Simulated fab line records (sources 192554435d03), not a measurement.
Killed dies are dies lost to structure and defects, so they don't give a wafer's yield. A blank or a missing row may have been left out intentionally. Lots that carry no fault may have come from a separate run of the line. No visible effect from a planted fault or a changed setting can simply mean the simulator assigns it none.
Lot-split experiment / flow n5Finfet / 21 wafers read from 7 lots, route of 1938 steps

ON THE SPLIT
At N5_BEOL_M3_VIA_ETCH_34 (etches the open film in C4F6/O2, target depth 69.4 nm, time 65.9 s), the setting biasW was moved away from the recipe's 170 W on 2 of the 21 wafers read, by -13.6% to -7.7%. The other wafers ran this setting at the recipe's value.

The split's own step is where the reading is taken.

THE READING
rfVppV, in V, at N5_BEOL_M3_VIA_ETCH_34 (etches the open film in C4F6/O2, target depth 69.4 nm, time 65.9 s). On this fab line, fault-free wafers typically give 665 V with a standard deviation of 8.5 V.

wafer=L079.1; tool, chamber at the split=rieDiel-04, 3; biasW as run, W=170; against the recipe=recipe; rfVppV, V=669; against lot-mates on the recipe=-
wafer=L079.2; tool, chamber at the split=rieDiel-04, 2; biasW as run, W=156.9; against the recipe=-7.7%; rfVppV, V=616; against lot-mates on the recipe=-47
wafer=L079.3; tool, chamber at the split=rieDiel-04, 1; biasW as run, W=170; against the recipe=recipe; rfVppV, V=657; against lot-mates on the recipe=-
wafer=L078.3; tool, chamber at the split=rieDiel-03, 2; biasW as run, W=170; against the recipe=recipe; rfVppV, V=654; against lot-mates on the recipe=-
wafer=L078.5; tool, chamber at the split=rieDiel-03, 2; biasW as run, W=170; against the recipe=recipe; rfVppV, V=653; against lot-mates on the recipe=-
wafer=L078.6; tool, chamber at the split=rieDiel-03, 1; biasW as run, W=170; against the recipe=recipe; rfVppV, V=675; against lot-mates on the recipe=-
wafer=L084.2; tool, chamber at the split=rieDiel-06, 1; biasW as run, W=170; against the recipe=recipe; rfVppV, V=677; against lot-mates on the recipe=-
wafer=L084.3; tool, chamber at the split=rieDiel-06, 0; biasW as run, W=170; against the recipe=recipe; rfVppV, V=672; against lot-mates on the recipe=-
wafer=L084.4; tool, chamber at the split=rieDiel-06, 3; biasW as run, W=170; against the recipe=recipe; rfVppV, V=656; against lot-mates on the recipe=-
wafer=L086.1; tool, chamber at the split=rieDiel-03, 3; biasW as run, W=170; against the recipe=recipe; rfVppV, V=660; against lot-mates on the recipe=-
wafer=L086.5; tool, chamber at the split=rieDiel-03, 3; biasW as run, W=170; against the recipe=recipe; rfVppV, V=660; against lot-mates on the recipe=-
wafer=L086.6; tool, chamber at the split=rieDiel-03, 0; biasW as run, W=170; against the recipe=recipe; rfVppV, V=660; against lot-mates on the recipe=-
wafer=L089.2; tool, chamber at the split=rieDiel-06, 3; biasW as run, W=170; against the recipe=recipe; rfVppV, V=658; against lot-mates on the recipe=-
wafer=L089.5; tool, chamber at the split=rieDiel-06, 2; biasW as run, W=146.8; against the recipe=-13.6%; rfVppV, V=601; against lot-mates on the recipe=-56
wafer=L089.6; tool, chamber at the split=rieDiel-06, 3; biasW as run, W=170; against the recipe=recipe; rfVppV, V=657; against lot-mates on the recipe=-
wafer=L092.2; tool, chamber at the split=rieDiel-03, 0; biasW as run, W=170; against the recipe=recipe; rfVppV, V=659; against lot-mates on the recipe=-
wafer=L092.3; tool, chamber at the split=rieDiel-03, 2; biasW as run, W=170; against the recipe=recipe; rfVppV, V=653; against lot-mates on the recipe=-
wafer=L092.6; tool, chamber at the split=rieDiel-03, 1; biasW as run, W=170; against the recipe=recipe; rfVppV, V=672; against lot-mates on the recipe=-
wafer=L094.2; tool, chamber at the split=rieDiel-06, 0; biasW as run, W=170; against the recipe=recipe; rfVppV, V=673; against lot-mates on the recipe=-
wafer=L094.5; tool, chamber at the split=rieDiel-06, 2; biasW as run, W=170; against the recipe=recipe; rfVppV, V=675; against lot-mates on the recipe=-
wafer=L094.6; tool, chamber at the split=rieDiel-06, 3; biasW as run, W=170; against the recipe=recipe; rfVppV, V=657; against lot-mates on the recipe=-

FIT RESULTS
A straight line over all 21 wafers: rfVppV changes by +4.9 V for each +1% of biasW; r = +0.89; the points scatter about the line by 8.6 V.
The same after taking each lot's own level away (the mean of its wafers on the recipe; 21 wafers): +4.59 V for each +1%; r = +0.89; scatter 7.9 V.
According to that fit, moving biasW by its largest amount changes the reading by 63 V.
The span of the lots' own levels, 657.5 to 668.3 V, comes to 1.3 times the standard deviation stated above.
Consequently the slope shifts little with the lot-to-lot level, the two slopes agreeing.
Check: -83.2 V against its lot-mates is what the line predicts for one of the wafers moved furthest among these (-13.6%) when that wafer is left out of the fit. Against them it came out at -56.5 V.
Tool readings at the split's step, against how far the setting was moved: rfVppV r = +0.89.

OTHER SPLITS APPLIED TO THESE WAFERS
Note: prior to the reading, these wafers also went through further splits. Each is held against what the fit with the lots' levels taken away leaves over:
other split on the same wafers=N5_MOL_CONTACT_COAG_ETCH_124 biasW; wafers away from the commonest value=7; r with rfVppV (lot level and that fit taken away)=+0.01
other split on the same wafers=N5_BEOL_M0_SAQP_ETCH_84 timeS; wafers away from the commonest value=8; r with rfVppV (lot level and that fit taken away)=+0.07
other split on the same wafers=N5_BEOL_M1_ETCH_77 sourceW; wafers away from the commonest value=7; r with rfVppV (lot level and that fit taken away)=+0.06
other split on the same wafers=N5_BEOL_M1_TRENCH_ETCH_37 timeS; wafers away from the commonest value=8; r with rfVppV (lot level and that fit taken away)=-0.12
other split on the same wafers=N5_BEOL_M2_COAT_68 spinRpm; wafers away from the commonest value=4; r with rfVppV (lot level and that fit taken away)=+0.00
other split on the same wafers=N5_BEOL_M2_EXPOSE_25 doseMj; wafers away from the commonest value=7; r with rfVppV (lot level and that fit taken away)=+0.22

THE FILE'S OWN FIT
rfVppV changes by +4.62 V for each +1% of biasW, r = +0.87.
